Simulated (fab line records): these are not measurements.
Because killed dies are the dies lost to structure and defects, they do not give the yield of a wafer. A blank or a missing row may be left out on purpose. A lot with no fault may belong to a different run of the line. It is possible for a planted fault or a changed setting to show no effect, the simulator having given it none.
Chamber matching | flow n5 finfet | 3 sister chambers for N5_BEOL_M5_PRE_CLEAN_77 on cvd co-01
The step time 15 s. 6 wafers are shown with their chamber, then 12 later ones without.

## WAFERS PAIRED WITH THEIR CHAMBERS
wafer  | chamber | heater power w (W)
L082.1 | 2       | 105
L082.4 | 2       | 105
L086.3 | 1       | 133
L091.2 | 0       | 89
L091.5 | 0       | 89
L091.6 | 1       | 132

## WAFERS MISSING THEIR CHAMBER
wafer  | heater power w (W)
L092.1 | 105
L092.2 | 89
L092.5 | 104
L093.3 | 90
L093.4 | 110
L093.6 | 87
L095.1 | 87
L095.2 | 134
L095.3 | 105
L095.4 | 106
L095.5 | 88
L095.6 | 135

## WHICH CHAMBER EACH WENT THROUGH
wafer  | from the rows above | in truth
L092.1 | 2                   | 2
L092.2 | 0                   | 0
L092.5 | 2                   | 2
L093.3 | 0                   | 0
L093.4 | 2                   | 2
L093.6 | 0                   | 0
L095.1 | 0                   | 0
L095.2 | 1                   | 1
L095.3 | 2                   | 2
L095.4 | 2                   | 2
L095.5 | 0                   | 0
L095.6 | 1                   | 1
12 of 12 placed correctly. From these rows, 0 cannot be placed. Placed wrongly: 0.
How it was worked out, from the rows above alone: a wafer's distance from a chamber is the root of the sum, over the readings, of the square of ((its reading less the chamber's mean) divided by the reading's scatter). The wafer belongs to the nearest chamber; if the next one is less than 2 further off, it can't be placed. For every chamber, the mean is computed from those of its wafers that are shown. The scatter: take each reading less its chamber's mean, square it, sum over the shown wafers, divide by the number of wafers less the number of chambers, and take the root.
